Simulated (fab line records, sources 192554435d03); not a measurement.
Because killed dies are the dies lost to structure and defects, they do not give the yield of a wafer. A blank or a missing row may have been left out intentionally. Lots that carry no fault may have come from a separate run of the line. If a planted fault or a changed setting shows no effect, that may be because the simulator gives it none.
Split-lot study || flow n5-finfet || 7 lots, 21 wafers read, on a route of 1938 steps

THE SPLIT
At N5_BEOL_M11_PECVD_70 (deposits SiO2 from TEOS/O2, target thk 20 nm, time 22.7 s), the setting time-s was moved away from the recipe's 22.7 s on 8 of the 21 wafers read, by -9.9% to +14.7%. All remaining wafers had this setting at the recipe value.

FROM THE SPLIT TO THE READING: what the file shows between them, 15 steps
- N5_BEOL_M11_ETCH_62: etches SOC in N2/H2, target depth 110 nm, overetch 22 nm, time 165 s (also split here: time-s)
- N5_BEOL_M11_STRIP_68: strips in N2/H2
- N5_BEOL_M11_STRIP_67: strips in CF4
- N5_BEOL_M11_HM_OPEN_17: chemistry Cl2/BCl3, target TiN, target depth 20 nm, overetch 6 nm
- N5_BEOL_M11_COAT_63: time 60 s, resist thk 100 nm (also split here: spin-rpm)
- N5_BEOL_M11_COAT_64: time 60 s, resist thk 30 nm
- N5_BEOL_M11_COAT_22: resist thk 90 nm
- N5_BEOL_M11_DESCUM_33: chemistry O2, time 7.9 s
- N5_BEOL_M11_ETCH_65: etches SiARC in CF4, target depth 39 nm, time 65 s
- N5_BEOL_M11_ETCH_66: etches SOC in N2/H2, target depth 120 nm, overetch 24 nm, time 180 s
- N5_BEOL_M11_STRIP_69: strips in N2/H2
- N5_BEOL_M11_VIA_ETCH_34: etches SiCOH lowk in C4F6/O2, target depth 184.5 nm, time 69.2 s
- N5_BEOL_M11_STRIP_73: strips in C4F6/O2
- N5_BEOL_M11_STRIP_36: strips in N2/H2
- N5_BEOL_M11_STRIP_77: strips in N2/H2, time 10 s

THE READING
SiO2_of_BEOL_M11_PECVD_70.thk-nm (the simulator's own value, which no gauge read), in nm, at N5_BEOL_M11_HM_STRIP_39 (strips TiN in peroxide tin strip, target depth 25 nm, time 158 s). There is no usual value for it anywhere in the file. Across the 13 wafers here that went through the recipe, the average is 19.9 nm and the standard deviation 0.46 nm.

{"wafer": "L074.1", "tool, chamber at the split": "pecvd-04, 0,1", "time-s as run, s": 22.7, "against the recipe": "recipe", "SiO2_of_BEOL_M11_PECVD_70.thk-nm, nm": 20, "against lot-mates on the recipe": "-"}
{"wafer": "L074.2", "tool, chamber at the split": "pecvd-04, 0,1", "time-s as run, s": 22.7, "against the recipe": "recipe", "SiO2_of_BEOL_M11_PECVD_70.thk-nm, nm": 20.2, "against lot-mates on the recipe": "-"}
{"wafer": "L074.6", "tool, chamber at the split": "pecvd-04, 2", "time-s as run, s": 22.7, "against the recipe": "recipe", "SiO2_of_BEOL_M11_PECVD_70.thk-nm, nm": 20.4, "against lot-mates on the recipe": "-"}
{"wafer": "L078.2", "tool, chamber at the split": "pecvd-02, 2", "time-s as run, s": 22.7, "against the recipe": "recipe", "SiO2_of_BEOL_M11_PECVD_70.thk-nm, nm": 19.6, "against lot-mates on the recipe": "-"}
{"wafer": "L078.3", "tool, chamber at the split": "pecvd-02, 0", "time-s as run, s": 22.7, "against the recipe": "recipe", "SiO2_of_BEOL_M11_PECVD_70.thk-nm, nm": 19.2, "against lot-mates on the recipe": "-"}
{"wafer": "L078.4", "tool, chamber at the split": "pecvd-02, 1", "time-s as run, s": 22.7, "against the recipe": "recipe", "SiO2_of_BEOL_M11_PECVD_70.thk-nm, nm": 20, "against lot-mates on the recipe": "-"}
{"wafer": "L080.1", "tool, chamber at the split": "pecvd-01, 2,0", "time-s as run, s": 22.7, "against the recipe": "recipe", "SiO2_of_BEOL_M11_PECVD_70.thk-nm, nm": 19.8, "against lot-mates on the recipe": "-"}
{"wafer": "L080.3", "tool, chamber at the split": "pecvd-01, 1", "time-s as run, s": 22.7, "against the recipe": "recipe", "SiO2_of_BEOL_M11_PECVD_70.thk-nm, nm": 19.4, "against lot-mates on the recipe": "-"}
{"wafer": "L080.4", "tool, chamber at the split": "pecvd-01, 2,0", "time-s as run, s": 22.7, "against the recipe": "recipe", "SiO2_of_BEOL_M11_PECVD_70.thk-nm, nm": 20, "against lot-mates on the recipe": "-"}
{"wafer": "L081.2", "tool, chamber at the split": "pecvd-04, 1", "time-s as run, s": 26.04, "against the recipe": "+14.7%", "SiO2_of_BEOL_M11_PECVD_70.thk-nm, nm": 23, "against lot-mates on the recipe": "+2.5"}
{"wafer": "L081.4", "tool, chamber at the split": "pecvd-04, 2", "time-s as run, s": 22.7, "against the recipe": "recipe", "SiO2_of_BEOL_M11_PECVD_70.thk-nm, nm": 20.4, "against lot-mates on the recipe": "-"}
{"wafer": "L081.5", "tool, chamber at the split": "pecvd-04, 0", "time-s as run, s": 22.7, "against the recipe": "recipe", "SiO2_of_BEOL_M11_PECVD_70.thk-nm, nm": 20.6, "against lot-mates on the recipe": "-"}
{"wafer": "L091.2", "tool, chamber at the split": "pecvd-02, 2,1", "time-s as run, s": 25.13, "against the recipe": "+10.7%", "SiO2_of_BEOL_M11_PECVD_70.thk-nm, nm": 22, "against lot-mates on the recipe": "+2.0"}
{"wafer": "L091.4", "tool, chamber at the split": "pecvd-02, 2", "time-s as run, s": 22.7, "against the recipe": "recipe", "SiO2_of_BEOL_M11_PECVD_70.thk-nm, nm": 20, "against lot-mates on the recipe": "-"}
{"wafer": "L091.5", "tool, chamber at the split": "pecvd-02, 2,1", "time-s as run, s": 25.13, "against the recipe": "+10.7%", "SiO2_of_BEOL_M11_PECVD_70.thk-nm, nm": 22.2, "against lot-mates on the recipe": "+2.2"}
{"wafer": "L093.1", "tool, chamber at the split": "pecvd-01, 0,1", "time-s as run, s": 20.46, "against the recipe": "-9.9%", "SiO2_of_BEOL_M11_PECVD_70.thk-nm, nm": 17.8, "against lot-mates on the recipe": -1.2}
{"wafer": "L093.4", "tool, chamber at the split": "pecvd-01, 0,1", "time-s as run, s": 20.46, "against the recipe": "-9.9%", "SiO2_of_BEOL_M11_PECVD_70.thk-nm, nm": 17.8, "against lot-mates on the recipe": -1.2}
{"wafer": "L093.2", "tool, chamber at the split": "pecvd-01, 1", "time-s as run, s": 22.7, "against the recipe": "recipe", "SiO2_of_BEOL_M11_PECVD_70.thk-nm, nm": 19, "against lot-mates on the recipe": "-"}
{"wafer": "L089.1", "tool, chamber at the split": "pecvd-02, 0,2", "time-s as run, s": 25.58, "against the recipe": "+12.7%", "SiO2_of_BEOL_M11_PECVD_70.thk-nm, nm": 22, "against lot-mates on the recipe": "no lot-mate on the recipe"}
{"wafer": "L089.2", "tool, chamber at the split": "pecvd-02, 0,2", "time-s as run, s": 25.58, "against the recipe": "+12.7%", "SiO2_of_BEOL_M11_PECVD_70.thk-nm, nm": 22, "against lot-mates on the recipe": "no lot-mate on the recipe"}
{"wafer": "L089.3", "tool, chamber at the split": "pecvd-02, 1", "time-s as run, s": 25.58, "against the recipe": "+12.7%", "SiO2_of_BEOL_M11_PECVD_70.thk-nm, nm": 22.2, "against lot-mates on the recipe": "no lot-mate on the recipe"}
Rows listing several chambers each stand for several wafers; the file does not say which wafer went through which chamber.

FIT RESULTS
A straight line over all 21 wafers: SiO2_of_BEOL_M11_PECVD_70.thk-nm changes by +0.195 nm for each +1% of time-s; r = +0.96; the points scatter about the line by 0.41 nm.
The same after taking each lot's own level away (the mean of its wafers on the recipe; 18 wafers): +0.162 nm for each +1%; r = +0.97; scatter 0.26 nm.
Per that fit: largest time-s move, reading shift of 2.4 nm.
From 19.00 to 20.50 nm: that is the span of the lots' own levels, equal to 3.2 times the standard deviation above.
Thus the slope moves with the lot-to-lot level: the two fits are different.
Check: +2.47 nm against its lot-mates is what the line predicts for one of the wafers moved furthest among these (+14.7%) when that wafer is left out of the fit. Against them it came out at +2.5 nm.

THESE WAFERS: OTHER SPLITS
Note: prior to the reading, these wafers also went through further splits. Each is held against what the fit with the lots' levels taken away leaves over:
{"other split on the same wafers": "N5_BEOL_M9_EXPOSE_25 dose-mj", "wafers away from the commonest value": 6, "r with SiO2_of_BEOL_M11_PECVD_70.thk-nm (lot level and that fit taken away)": "+0.06"}
{"other split on the same wafers": "N5_BEOL_M11_ILD_DEP_00 time-s", "wafers away from the commonest value": 7, "r with SiO2_of_BEOL_M11_PECVD_70.thk-nm (lot level and that fit taken away)": "+0.14"}
{"other split on the same wafers": "N5_BEOL_M11_ETCH_62 time-s", "wafers away from the commonest value": 8, "r with SiO2_of_BEOL_M11_PECVD_70.thk-nm (lot level and that fit taken away)": "+0.01"}
{"other split on the same wafers": "N5_BEOL_M11_COAT_63 spin-rpm", "wafers away from the commonest value": 7, "r with SiO2_of_BEOL_M11_PECVD_70.thk-nm (lot level and that fit taken away)": "+0.04"}

THE WHOLE CHAIN: every reading that the file lists as answering this split, in the file's order
{"step": "N5_BEOL_M11_PECVD_70", "what it does": "deposits SiO2 from TEOS/O2, target thk 20 nm, time 22.7 s", "reading": "SiO2_of_BEOL_M11_PECVD_70.thk-nm (the simulator's own value, which no gauge read)", "change (the file's fit)": "+0.163 nm for each +1% of the setting", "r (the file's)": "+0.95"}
{"step": "N5_BEOL_M11_HM_STRIP_39", "what it does": "strips TiN in peroxide tin strip, target depth 25 nm, time 158 s", "reading": "SiO2_of_BEOL_M11_PECVD_70.thk-nm (the simulator's own value, which no gauge read)", "change (the file's fit)": "+0.166 nm for each +1% of the setting", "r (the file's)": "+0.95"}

THE FILE'S OWN FIT
SiO2_of_BEOL_M11_PECVD_70.thk-nm changes by +0.166 nm for each +1% of time-s, r = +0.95.
